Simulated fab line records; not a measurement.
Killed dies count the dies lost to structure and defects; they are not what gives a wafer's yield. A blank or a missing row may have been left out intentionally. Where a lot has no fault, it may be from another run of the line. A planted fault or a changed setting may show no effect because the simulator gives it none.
fab line records + flow n5-finfet
[record]
- lots = 10
- wafers = 30
- last-day = 20
route steps=1938 shown BEOL_M2@892 BEOL_M4@1111 PASSIVATION@1936
lots untouched by any fault: they come from a run of this same line in which no faults occurred
start-h: hours from the record's first day to the start of the lot's first wafer shown + wait-h: hours from the lot's prior step to this one + " same as the row above + L1.1+2: several wafers, shown together as one row + - no value, or no start was given + * or withheld: withheld + < > ~ a bound
route shown NAME@n: a module of which the file shows steps, and the number in the route of the first + usual: average and standard deviation across the fault-free wafers + same: alike in all rows + chamber/n: place in a boat + sites: the reading at each site + _std_site: the values' standard deviation + _edge_site: the outer-site mean with the inner-site mean subtracted + radius-mm: how far each site lies from the wafer's centre + mask NAME#n: copy n + behind: tool/chamber where the wafer was last shaped + hold: why the lot went on hold/how many hours it stayed there/how the hold came to an end + device: transistor that didn't switch, given as n, p or np + end of line: at the end of the route, the tests of the same wafers + where a step has no rows: the recipe by itself + killed: the dies lost at the first sort to structure and to defects; this is not the yield of the wafer + map: per-die view of a wafer (x killed, . not killed, _ where there is no die)
set.NAME: the setting that was run; set.NAME@STEP: the one run at that earlier step + model.NAME: the simulator's own value behind a step, which no gauge read
route steps across a sampled set of lots; one table per step, one row per wafer
services: a tool's chamber out of use, with start hour (start-h, from the record's first day; less than 0 if before it), hours out, and reason
[[steps]]
[step N5_BEOL_M2_STRIP_97]
[recipe]
- chemistry = N2/H2
- time-s = 10
- power-w = 450
- temp-c = 40
- pressure-mtorr = 20
- rf-frequency-hz = 6e+07
- bias-power-w = 7
- n2-flow-sccm = 200
- h2-flow-sccm = 200
[usual]
- drypump-motor-current-A = 5.8/0.45
- h2-flow-sccm = 200.1/0.69
- n2-flow-sccm = 199.9/0.58
- oes-product-au = 0.75/0.078
- rf-vpp-V = 59.2/0.85
- showerhead-plenum-p-Torr = 2.54/0.048
- throttle-valve-pct = 23.62/0.23
| lot.wafer | tool        | chamber | start-h | wait-h | drypump-motor-current-A | h2-flow-sccm | n2-flow-sccm | oes-product-au | rf-hours-counter-h | rf-vpp-V | showerhead-plenum-p-Torr | throttle-valve-pct |
|-----------|-------------|---------|---------|--------|-------------------------|--------------|--------------|----------------|--------------------|----------|--------------------------|--------------------|
| L609.1    | rie-diel-04 | 2       | -       | -      | 6.3                     | 200.8        | 199.0        | 0.73           | 191                | 59.8     | 2.52                     | 23.51              |
| L609.4    | "           | 1       | "       | "      | 5.3                     | 201.2        | 200.1        | 0.70           | 216                | 59.9     | 2.62                     | 23.57              |
| L609.6    | "           | 1       | "       | "      | 5.3                     | 200.5        | 200.4        | 0.70           | -                  | 59.4     | 2.62                     | 23.60              |
| L610.1    | rie-diel-04 | 1       | -       | -      | 5.4                     | 200.9        | 199.6        | 0.70           | 217                | 60.0     | 2.62                     | 23.60              |
| L610.2    | "           | 3       | "       | "      | 5.4                     | 199.8        | 200.4        | 0.67           | 225                | 58.2     | 2.61                     | 23.87              |
| L610.5    | "           | 0       | "       | "      | 6.0                     | 199.3        | 199.1        | 0.67           | -                  | 58.1     | 2.51                     | 23.55              |
| L611.1    | rie-diel-02 | 2       | -       | -      | 4.8                     | 199.9        | 199.2        | 0.74           | 170                | 59.1     | 2.53                     | 24.01              |
| L611.3    | "           | 1       | "       | "      | 5.7                     | 199.9        | 199.4        | 0.73           | 185                | 58.7     | 2.53                     | 23.74              |
| L611.4    | "           | 0       | "       | "      | 6.2                     | 200.5        | 200.3        | 0.85           | 69                 | 58.5     | 2.57                     | 23.53              |
| L623.2    | rie-diel-04 | 2       | -       | -      | 6.3                     | 199.6        | 200.4        | 0.70           | 218                | 61.3     | 2.51                     | 23.54              |
| L623.4    | "           | 1       | "       | "      | 5.3                     | 199.7        | 199.9        | 0.68           | 244                | 60.3     | 2.61                     | 23.63              |
| L623.5    | "           | 1       | "       | "      | 5.3                     | 199.5        | 200.3        | 0.68           | -                  | 57.7     | 2.61                     | 23.62              |
| L624.1    | rie-diel-04 | 1       | -       | -      | 5.4                     | 199.2        | 198.9        | 0.67           | 246                | 59.6     | 2.61                     | 23.64              |
| L624.3    | "           | 0       | "       | "      | 6.0                     | 200.4        | 199.0        | 0.94           | 4                  | 59.4     | 2.50                     | 23.31              |
| L624.4    | "           | 0       | "       | "      | 6.0                     | 199.6        | 199.9        | 0.93           | -                  | 59.5     | 2.50                     | 23.31              |
| L626.3    | rie-diel-05 | 1       | -       | -      | 6.3                     | 200.2        | 200.6        | 0.82           | 78                 | 59.2     | 2.46                     | 23.15              |
| L626.5    | "           | 1       | "       | "      | 6.3                     | 199.9        | 200.2        | 0.83           | -                  | 58.2     | 2.46                     | 23.15              |
| L626.6    | "           | 0       | "       | "      | 6.1                     | 200.3        | 200.2        | 0.71           | -                  | 58.9     | 2.53                     | 23.67              |
| L612.1    | rie-diel-02 | 2       | -       | -      | 4.9                     | 199.0        | 199.8        | 0.70           | 214                | 59.0     | 2.51                     | 24.07              |
| L612.2    | "           | 1       | "       | "      | 5.7                     | 201.0        | 200.9        | 0.70           | 223                | 58.9     | 2.51                     | 23.78              |
| L612.6    | "           | 0       | "       | "      | 6.2                     | 199.6        | 199.6        | 0.80           | -                  | 58.7     | 2.55                     | 23.57              |
| L630.1    | rie-diel-02 | 2       | -       | -      | 4.9                     | 199.4        | 201.0        | 0.70           | 215                | 59.1     | 2.51                     | 24.06              |
| L630.2    | "           | 3       | "       | "      | 5.8                     | 201.7        | 199.6        | 0.95           | 13                 | 59.6     | 2.60                     | 23.61              |
| L630.6    | "           | 2       | "       | "      | 4.9                     | 199.1        | 200.3        | 0.70           | -                  | 58.5     | 2.51                     | 24.05              |
| L629.1    | rie-diel-04 | 0       | -       | -      | 6.0                     | 200.1        | 199.6        | 0.91           | 14                 | 59.4     | 2.49                     | 23.34              |
| L629.3    | "           | 3       | "       | "      | 5.4                     | 199.4        | 199.6        | 0.95           | 7                  | 59.3     | 2.60                     | 23.62              |
| L629.6    | "           | 0       | "       | "      | 6.0                     | 200.0        | 199.2        | 0.92           | -                  | 56.9     | 2.49                     | 23.33              |
| L627.1    | rie-diel-05 | 2       | -       | -      | 5.7                     | 200.4        | 200.3        | 0.69           | 242                | 58.7     | 2.50                     | 23.45              |
| L627.2    | "           | 0       | "       | "      | 6.1                     | 198.7        | 199.8        | 0.71           | 175                | 59.3     | 2.53                     | 23.69              |
| L627.6    | "           | 2       | "       | "      | 5.7                     | 199.8        | 199.9        | 0.69           | -                  | 59.8     | 2.50                     | 23.46              |
[step N5_BEOL_M2_ANNEAL_87]
[recipe]
- temp-c = 400
- time-s = 240
- ambient = vacuum
[usual]
- heater-power-w = 836/77
| lot.wafer | tool           | chamber | start-h | wait-h | heater-power-w |
|-----------|----------------|---------|---------|--------|----------------|
| L609.1    | pvd-sputter-02 | -       | 202.55  | 0.0    | 851            |
| L609.4    | "              | -       | "       | "      | 762            |
| L609.6    | "              | -       | "       | "      | 863            |
| L610.1    | pvd-sputter-03 | -       | 206.05  | 0.0    | 894            |
| L610.2    | "              | -       | "       | "      | 744            |
| L610.5    | "              | -       | "       | "      | 916            |
| L611.1    | pvd-sputter-01 | -       | 208.70  | 0.0    | 934            |
| L611.3    | "              | -       | "       | "      | 836            |
| L611.4    | "              | -       | "       | "      | 932            |
| L623.2    | pvd-sputter-03 | -       | 270.62  | 0.0    | 741            |
| L623.4    | "              | -       | "       | "      | 915            |
| L623.5    | "              | -       | "       | "      | 746            |
| L624.1    | pvd-sputter-03 | -       | 277.12  | 0.0    | 899            |
| L624.3    | "              | -       | "       | "      | 746            |
| L624.4    | "              | -       | "       | "      | 901            |
| L626.3    | pvd-sputter-02 | -       | 288.91  | 0.0    | 840            |
| L626.5    | "              | -       | "       | "      | 755            |
| L626.6    | "              | -       | "       | "      | 862            |
| L612.1    | pvd-sputter-01 | -       | 298.96  | 0.0    | 925            |
| L612.2    | "              | -       | "       | "      | 815            |
| L612.6    | "              | -       | "       | "      | 929            |
| L630.1    | pvd-sputter-03 | -       | 303.46  | 0.0    | 912            |
| L630.2    | "              | -       | "       | "      | 750            |
| L630.6    | "              | -       | "       | "      | 739            |
| L629.1    | pvd-sputter-02 | -       | 307.68  | 0.0    | 848            |
| L629.3    | "              | -       | "       | "      | 844            |
| L629.6    | "              | -       | "       | "      | 822            |
| L627.1    | pvd-sputter-01 | -       | 307.96  | 0.0    | 822            |
| L627.2    | "              | -       | "       | "      | 943            |
| L627.6    | "              | -       | "       | "      | 944            |
[step N5_BEOL_M2_SPUTTER_90]
[recipe]
- material = Cu
- target-thk-a = 45
- temp-c = -20
- chamber-pressure-pa = 0.07
- power-w = withheld
- time-s = 8.29
[usual]
- chamber-pressure-pa = 0.06999/0.00014
- chuck-gas-flow-sccm = 1.27/0.051
- throttle-valve-pct = 29.9/0.99
| lot.wafer | tool           | chamber | start-h | wait-h | chamber-pressure-pa | chuck-gas-flow-sccm | throttle-valve-pct |
|-----------|----------------|---------|---------|--------|---------------------|---------------------|--------------------|
| L609.1    | pvd-sputter-02 | -       | 202.91  | 0.1    | 0.07005             | 1.34                | 27.1               |
| L609.4    | "              | -       | "       | "      | 0.07008             | 1.24                | 29.7               |
| L609.6    | "              | -       | "       | "      | 0.06986             | 1.26                | 27.1               |
| L610.1    | pvd-sputter-03 | -       | 206.41  | 0.1    | 0.06988             | 1.25                | 29.0               |
| L610.2    | "              | -       | "       | "      | 0.06983             | 1.24                | 31.0               |
| L610.5    | "              | -       | "       | "      | 0.07004             | 1.34                | 29.1               |
| L611.1    | pvd-sputter-01 | -       | 209.06  | 0.1    | 0.07013             | 1.20                | 30.5               |
| L611.3    | "              | -       | "       | "      | 0.07003             | 1.21                | 29.5               |
| L611.4    | "              | -       | "       | "      | 0.06991             | 1.28                | 28.6               |
| L623.2    | pvd-sputter-03 | -       | 270.98  | 0.1    | -                   | -                   | -                  |
| L623.4    | "              | -       | "       | "      | -                   | -                   | -                  |
| L623.5    | "              | -       | "       | "      | -                   | -                   | -                  |
| L624.1    | pvd-sputter-03 | -       | 277.48  | 0.1    | -                   | -                   | -                  |
| L624.3    | "              | -       | "       | "      | -                   | -                   | -                  |
| L624.4    | "              | -       | "       | "      | -                   | -                   | -                  |
| L626.3    | pvd-sputter-02 | -       | 289.27  | 0.1    | -                   | -                   | -                  |
| L626.5    | "              | -       | "       | "      | -                   | -                   | -                  |
| L626.6    | "              | -       | "       | "      | -                   | -                   | -                  |
| L612.1    | pvd-sputter-01 | -       | 299.32  | 0.1    | 0.06986             | 1.26                | 29.0               |
| L612.2    | "              | -       | "       | "      | 0.07012             | 1.28                | 29.8               |
| L612.6    | "              | -       | "       | "      | 0.0698              | 1.30                | 28.8               |
| L630.1    | pvd-sputter-03 | -       | 303.82  | 0.1    | 0.07013             | 1.20                | 30.4               |
| L630.2    | "              | -       | "       | "      | 0.06991             | 1.37                | 29.6               |
| L630.6    | "              | -       | "       | "      | 0.06984             | 1.26                | 31.0               |
| L629.1    | pvd-sputter-02 | -       | 308.04  | 0.1    | 0.06985             | 1.25                | 27.4               |
| L629.3    | "              | -       | "       | "      | 0.06998             | 1.27                | 30.4               |
| L629.6    | "              | -       | "       | "      | 0.07009             | 1.36                | 31.0               |
| L627.1    | pvd-sputter-01 | -       | 308.32  | 0.1    | 0.06994             | 1.24                | 29.7               |
| L627.2    | "              | -       | "       | "      | 0.06998             | 1.23                | 30.5               |
| L627.6    | "              | -       | "       | "      | 0.07004             | 1.27                | 28.8               |
[step N5_BEOL_M2_ANNEAL_93]
[recipe]
- temp-c = 400
- time-s = 240
- ambient = vacuum
[usual]
- heater-power-w = 834/75
| lot.wafer | tool           | chamber | start-h | wait-h | heater-power-w |
|-----------|----------------|---------|---------|--------|----------------|
| L609.1    | pvd-sputter-02 | -       | 203.21  | 0.0    | 875            |
| L609.4    | "              | -       | "       | "      | 760            |
| L609.6    | "              | -       | "       | "      | 830            |
| L610.1    | pvd-sputter-03 | -       | 206.71  | 0.0    | 897            |
| L610.2    | "              | -       | "       | "      | 743            |
| L610.5    | "              | -       | "       | "      | 894            |
| L611.1    | pvd-sputter-01 | -       | 209.36  | 0.0    | 941            |
| L611.3    | "              | -       | "       | "      | 812            |
| L611.4    | "              | -       | "       | "      | 964            |
| L623.2    | pvd-sputter-03 | -       | 271.28  | 0.0    | 737            |
| L623.4    | "              | -       | "       | "      | 873            |
| L623.5    | "              | -       | "       | "      | 752            |
| L624.1    | pvd-sputter-03 | -       | 277.78  | 0.0    | 875            |
| L624.3    | "              | -       | "       | "      | 772            |
| L624.4    | "              | -       | "       | "      | 923            |
| L626.3    | pvd-sputter-02 | -       | 289.57  | 0.0    | 848            |
| L626.5    | "              | -       | "       | "      | 764            |
| L626.6    | "              | -       | "       | "      | 861            |
| L612.1    | pvd-sputter-01 | -       | 299.62  | 0.0    | 937            |
| L612.2    | "              | -       | "       | "      | 813            |
| L612.6    | "              | -       | "       | "      | 921            |
| L630.1    | pvd-sputter-03 | -       | 304.12  | 0.0    | 875            |
| L630.2    | "              | -       | "       | "      | 764            |
| L630.6    | "              | -       | "       | "      | 762            |
| L629.1    | pvd-sputter-02 | -       | 308.34  | 0.0    | 862            |
| L629.3    | "              | -       | "       | "      | 850            |
| L629.6    | "              | -       | "       | "      | 844            |
| L627.1    | pvd-sputter-01 | -       | 308.62  | 0.0    | 836            |
| L627.2    | "              | -       | "       | "      | 933            |
| L627.6    | "              | -       | "       | "      | 877            |
[step N5_BEOL_M4_RC_MEAS_101]
[usual]
- DIBL_N = 36.0/1.3
- DIBL_P = 36.2/1.7
- IOFF_N = 0.155/0.024
- IOFF_P = 0.21/0.034
- ION_N = 674/9
- ION_P = 463/7.1
- SS_N = 71.4/0.5
- SS_P = 73.4/0.57
- VT_N = 250.0/2.8
- VT_P = -251/3.2
| lot.wafer | tool      | chamber | start-h | wait-h | DIBL_N[mV/V] | DIBL_P[mV/V] | IOFF_N[nA/um] | IOFF_P[nA/um] | ION_N[uA/um] | ION_P[uA/um] | SS_N[mV/dec] | SS_P[mV/dec] | VT_N[mV] | VT_P[mV] |
|-----------|-----------|---------|---------|--------|--------------|--------------|---------------|---------------|--------------|--------------|--------------|--------------|----------|----------|
| L609.1    | prober-01 | 0       | 249.90  | 0.0    | 35.8         | 35.3         | 0.143         | 0.18          | 675          | 457          | 71.1         | 72.9         | 250.7    | -252     |
| L609.4    | "         | 0       | "       | "      | 35.7         | 35.4         | 0.144         | 0.19          | 675          | 458          | 70.8         | 73.4         | 251.6    | -252     |
| L609.6    | "         | 0       | "       | "      | 37.3         | 37.0         | 0.171         | 0.20          | 680          | 459          | 71.6         | 73.3         | 249.7    | -251     |
| L610.1    | prober-02 | 0       | 252.50  | 0.0    | 35.3         | 33.8         | 0.133         | 0.19          | 674          | 466          | 71.6         | 72.8         | 251.5    | -251     |
| L610.2    | "         | 0       | "       | "      | 37.4         | 36.0         | 0.164         | 0.22          | 681          | 467          | 71.4         | 73.2         | 247.7    | -250     |
| L610.5    | "         | 0       | "       | "      | 35.4         | 33.4         | 0.134         | 0.19          | 665          | 463          | 71.7         | 73.0         | 251.1    | -251     |
| L611.1    | prober-01 | 0       | 258.53  | 0.0    | 36.0         | 37.6         | 0.164         | 0.23          | 681          | 467          | 71.3         | 73.5         | 247.5    | -249     |
| L611.3    | "         | 0       | "       | "      | 36.1         | 37.5         | 0.170         | 0.24          | 684          | 474          | 71.3         | 72.8         | 249.1    | -248     |
| L611.4    | "         | 0       | "       | "      | 35.8         | 36.5         | 0.153         | 0.21          | 684          | 473          | 71.1         | 73.8         | 250.3    | -250     |
| L623.2    | prober-02 | 0       | 319.44  | 0.2    | 38.0         | 38.0         | 0.180         | 0.24          | 680          | 466          | 71.8         | 73.8         | 249.6    | -252     |
| L623.4    | "         | 0       | "       | "      | 36.2         | 36.0         | 0.142         | 0.20          | 664          | 459          | 71.0         | 73.3         | 249.0    | -252     |
| L623.5    | "         | 0       | "       | "      | 36.5         | 35.8         | 0.143         | 0.20          | 667          | 463          | 71.7         | 73.8         | 253.3    | -252     |
| L624.1    | prober-01 | 0       | 322.20  | 0.0    | 35.4         | 37.6         | 0.143         | 0.19          | 670          | 459          | 71.4         | 73.7         | 252.1    | -254     |
| L624.3    | "         | 0       | "       | "      | 34.7         | 37.2         | 0.137         | 0.18          | 666          | 456          | 71.4         | 73.1         | 250.1    | -253     |
| L624.4    | "         | 0       | "       | "      | 35.4         | 38.1         | 0.149         | 0.20          | 676          | 467          | 72.0         | 73.9         | 250.3    | -251     |
| L626.3    | prober-01 | 0       | 327.52  | 0.3    | 36.7         | 36.2         | 0.164         | 0.24          | 680          | 473          | 72.1         | 73.5         | 250.9    | -246     |
| L626.5    | "         | 0       | "       | "      | 37.5         | 37.5         | 0.180         | 0.26          | 683          | 476          | 72.1         | 74.1         | 251.2    | -246     |
| L626.6    | "         | 0       | "       | "      | 36.4         | 36.1         | 0.156         | 0.23          | 680          | 472          | 72.2         | 73.3         | 250.9    | -247     |
| L612.1    | prober-02 | 0       | 347.29  | 0.0    | 36.1         | 37.0         | 0.162         | 0.20          | 674          | 458          | 71.9         | 73.4         | 249.5    | -251     |
| L612.2    | "         | 0       | "       | "      | 36.3         | 37.2         | 0.155         | 0.20          | 663          | 451          | 71.7         | 72.9         | 251.1    | -254     |
| L612.6    | "         | 0       | "       | "      | 34.5         | 35.2         | 0.132         | 0.18          | 660          | 453          | 71.2         | 73.7         | 252.5    | -254     |
| L630.1    | prober-01 | 0       | 347.71  | 0.0    | 35.7         | 34.9         | 0.135         | 0.20          | 676          | 464          | 70.9         | 73.0         | 251.9    | -251     |
| L630.2    | "         | 0       | "       | "      | 34.8         | 34.3         | 0.120         | 0.19          | 668          | 464          | 71.0         | 72.4         | 255.6    | -249     |
| L630.6    | "         | 0       | "       | "      | 34.3         | 34.5         | 0.121         | 0.19          | 664          | 464          | 70.4         | 72.5         | 253.3    | -250     |
| L629.1    | prober-01 | 0       | 358.50  | 0.0    | 34.6         | 34.0         | 0.126         | 0.16          | 657          | 447          | 70.6         | 73.1         | 257.1    | -257     |
| L629.3    | "         | 0       | "       | "      | 33.5         | 33.6         | 0.124         | 0.16          | 658          | 453          | 71.5         | 72.0         | 253.6    | -256     |
| L629.6    | "         | 0       | "       | "      | 33.9         | 33.6         | 0.121         | 0.16          | 655          | 453          | 71.5         | 73.2         | 253.1    | -256     |
| L627.1    | prober-01 | 0       | 369.43  | 0.0    | 34.5         | 35.1         | 0.136         | 0.18          | 669          | 456          | 70.9         | 73.0         | 251.0    | -253     |
| L627.2    | "         | 0       | "       | "      | 36.4         | 37.7         | 0.172         | 0.22          | 680          | 468          | 71.4         | 73.1         | 246.8    | -251     |
| L627.6    | "         | 0       | "       | "      | 35.0         | 35.5         | 0.146         | 0.19          | 671          | 467          | 71.5         | 72.6         | 249.7    | -251     |
[step N5_PASSIVATION_PROBE_49]
[usual]
- defect-limited-yield = 90.8/1.7
- killed_at_M0_to_M3 = 37/12
- killed_at_M4_up = 15/5.6
- killed-at-contacts = 13/6.9
- killed-at-front-end = 40/11
- killed-at-other = 4/3.2
- killed-dies = 109/20
- killed-open = 73/15
- killed-short = 35/8.3
- sort_bin_5_function = 5.4/1.1
- sort_bin_6_memory = 3.5/0.73
- sort-n-pass = 1071/20
- sort-yield-pct = 90.8/1.7
[same]
- gross-dies = 1180
- killed-at-back-side = 0
- sort_bin_4_leakage[%] = 0
- sort_bin_8_speed[%] = 0
| lot.wafer | tool      | chamber | start-h | wait-h | defect-limited-yield[%] | killed_at_M0_to_M3 | killed_at_M4_up | killed-at-contacts | killed-at-front-end | killed-at-other | killed-dies | killed-open | killed-short | sort_bin_5_function[%] | sort_bin_6_memory[%] | sort-n-pass | sort-yield-pct[%] |
|-----------|-----------|---------|---------|--------|-------------------------|--------------------|-----------------|--------------------|---------------------|-----------------|-------------|-------------|--------------|------------------------|----------------------|-------------|-------------------|
| L623.2    | prober-01 | -       | 425.93  | 0.1    | 90.4                    | 47                 | 13              | 14                 | 38                  | 1               | 113         | 63          | 44           | 6.3                    | 3.1                  | 1067        | 90.4              |
| L623.4    | prober-01 | -       | 426.03  | 0.2    | 89.2                    | 49                 | 17              | 17                 | 37                  | 8               | 128         | 68          | 48           | 5.8                    | 4.8                  | 1052        | 89.2              |
| L623.5    | prober-01 | -       | 426.08  | 0.2    | 92.8                    | 41                 | 10              | 15                 | 18                  | 1               | 85          | 46          | 31           | 4.5                    | 2.3                  | 1095        | 92.8              |
| L624.1    | prober-01 | -       | 431.19  | 0.0    | 90.1                    | 24                 | 26              | 16                 | 44                  | 7               | 117         | 79          | 33           | 5.8                    | 3.6                  | 1063        | 90.1              |
| L624.3    | prober-01 | -       | 431.29  | 0.1    | 91.9                    | 25                 | 21              | 9                  | 38                  | 2               | 95          | 57          | 37           | 5.3                    | 2.5                  | 1085        | 91.9              |
| L624.4    | prober-01 | -       | 431.34  | 0.2    | 89.6                    | 53                 | 10              | 8                  | 50                  | 2               | 123         | 79          | 38           | 6.0                    | 4.1                  | 1057        | 89.6              |
| L626.3    | prober-02 | -       | 435.31  | 0.1    | 90.8                    | 30                 | 15              | 22                 | 38                  | 3               | 108         | 73          | 31           | 4.8                    | 4.0                  | 1072        | 90.8              |
| L626.5    | prober-02 | -       | 435.41  | 0.2    | 90.3                    | 37                 | 19              | 8                  | 50                  | 1               | 115         | 70          | 42           | 4.8                    | 4.5                  | 1065        | 90.3              |
| L626.6    | prober-02 | -       | 435.46  | 0.3    | 91.4                    | 37                 | 14              | 9                  | 42                  | 0               | 102         | 62          | 34           | 4.8                    | 3.7                  | 1078        | 91.4              |
// killed by level:class
L623.2 BEOL_M2:geometric-particle:open=16 FIN_SAQP:geometric-particle:open=9 MOL_CONTACT_COAG:geometric-particle:open=9 GATE_CUT:geometric-particle:short=8 FIN_SAQP:geometric-particle:short=7 BEOL_M0_SAQP:geometric-particle:short=6 BEOL_M2:geometric-particle:short=6 BEOL_M2:interface-void-opened=6
L623.4 MOL_CONTACT_COAG:geometric-particle:open=14 BEOL_M2:interface-void-opened=12 BEOL_M0_SAQP:geometric-particle:short=9 FIN_SAQP:geometric-particle:open=7 GATE_CUT:geometric-particle:short=7 BEOL_M2:geometric-particle:short=6 BEOL_M3:geometric-particle:open=6 BEOL_M4:geometric-particle:open=6
L623.5 MOL_CONTACT_COAG:geometric-particle:open=14 BEOL_M2:geometric-particle:short=8 BEOL_M2:interface-void-opened=7 FIN_SAQP:geometric-particle:short=6 BEOL_M2:geometric-particle:open=6 BEOL_M5:geometric-particle:open=6 BEOL_M0_SAQP:geometric-particle:short=5 STI_FIN_REVEAL:geometric-particle:open=4
L624.1 MOL_CONTACT_COAG:geometric-particle:open=13 STI_FIN_REVEAL:geometric-particle:open=9 BEOL_M4:geometric-particle:open=9 FIN_SAQP:geometric-particle:open=7 FIN_SAQP:geometric-particle:short=6 BEOL_M3:geometric-particle:open=6 BEOL_M5:geometric-particle:open=6 BEOL_M7:geometric-particle:open=5
L624.3 BEOL_M4:geometric-particle:open=15 FIN_SAQP:geometric-particle:open=12 FIN_SAQP:geometric-particle:short=7 MOL_CONTACT_COAG:geometric-particle:open=6 BEOL_M0_SAQP:geometric-particle:short=6 BEOL_M0_SAQP:geometric-particle:open=5 STI_FIN_REVEAL:geometric-particle:open=4 BEOL_M3:geometric-particle:open=4
L624.4 FIN_SAQP:geometric-particle:open=17 FIN_SAQP:geometric-particle:short=15 BEOL_M0_SAQP:geometric-particle:open=11 BEOL_M0_SAQP:geometric-particle:short=10 STI_FIN_REVEAL:geometric-particle:open=7 MOL_CONTACT_COAG:geometric-particle:open=7 BEOL_M1:geometric-particle:open=7 BEOL_M3:geometric-particle:open=7
L626.3 MOL_CONTACT_COAG:geometric-particle:open=18 FIN_SAQP:geometric-particle:open=9 FIN_SAQP:geometric-particle:short=8 BEOL_M1:geometric-particle:open=8 BEOL_M4:geometric-particle:open=7 STI_FIN_REVEAL:geometric-particle:open=6 BEOL_M2:geometric-particle:open=5 ILD0:geometric-particle:open=4
L626.5 FIN_SAQP:geometric-particle:short=12 STI_FIN_REVEAL:geometric-particle:open=12 FIN_SAQP:geometric-particle:open=11 BEOL_M0_SAQP:geometric-particle:open=9 BEOL_M0_SAQP:geometric-particle:short=9 BEOL_M4:geometric-particle:open=9 STI_FIN_REVEAL:geometric-particle:short=5 BEOL_M4:geometric-particle:short=5
L626.6 DUMMY_GATE:geometric-particle:open=10 STI_FIN_REVEAL:geometric-particle:open=9 BEOL_M0_SAQP:geometric-particle:short=8 BEOL_M0_SAQP:geometric-particle:open=8 MOL_CONTACT_COAG:geometric-particle:open=7 BEOL_M2:geometric-particle:open=7 BEOL_M2:interface-void-opened=6 FIN_SAQP:geometric-particle:open=4
[[services]]
| tool        | chamber | start-h | hours | kind                          |
|-------------|---------|---------|-------|-------------------------------|
| rie-diel-02 | -       | 187.57  | 0.5   | repair                        |
| rie-diel-05 | 1       | 217.15  | 4.6   | repair                        |
| rie-diel-02 | 1       | 217.15  | 5.2   | repair                        |
| rie-diel-04 | 3       | 230.56  | 7.6   | repair                        |
| rie-diel-02 | 3       | 237.75  | -     | clean                         |
| rie-diel-02 | 3       | 237.75  | -     | consumable-replace:esc        |
| rie-diel-02 | 3       | 237.75  | -     | consumable-replace:focus-ring |
| rie-diel-02 | 3       | 237.75  | 29.9  | scheduled-down                |
| rie-diel-04 | 0       | 244.50  | -     | clean                         |
| rie-diel-04 | 0       | 244.50  | -     | consumable-replace:focus-ring |
| rie-diel-04 | 0       | 244.50  | 19.1  | scheduled-down                |
| rie-diel-04 | 0       | 244.50  | 19.1  | vent-cycle                    |
| rie-diel-04 | 2       | 263.68  | 2.8   | repair                        |
| rie-diel-04 | 3       | 271.32  | -     | clean                         |
| rie-diel-04 | 3       | 271.32  | -     | consumable-replace:focus-ring |
| rie-diel-04 | 3       | 271.32  | 13.8  | scheduled-down                |
| rie-diel-04 | 3       | 271.32  | 13.8  | vent-cycle                    |
| rie-diel-04 | -       | 278.67  | 4.3   | pm                            |
| rie-diel-04 | 1       | 290.93  | -     | clean                         |
| rie-diel-04 | 1       | 290.93  | -     | consumable-replace:focus-ring |
| rie-diel-04 | 1       | 290.93  | 23.5  | scheduled-down                |
| rie-diel-04 | 1       | 290.93  | 23.5  | vent-cycle                    |
| rie-diel-05 | 1       | 302.74  | 4.3   | repair                        |
| rie-diel-02 | 2       | 303.28  | 3.9   | repair                        |
[[key]]
[first-sign]
- step = N5_BEOL_M2_SPUTTER_90
- reading = tool-record
- direction = missing
effect none on later readings
met-at N5_BEOL_M2_SPUTTER_90
struck-lots L623,L624,L626
not-acting-at N5_BEOL_M2_STRIP_97,N5_BEOL_M2_ANNEAL_87,N5_BEOL_M2_ANNEAL_93
onset-between 206.41 270.98
[fault]
- kind = skipped-step-whole
- tool = pvd-sputter-02,pvd-sputter-03
- chamber = -
- onset-h = 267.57
- steps = N5_BEOL_M2_SPUTTER_90
- scope = struck-lots-only
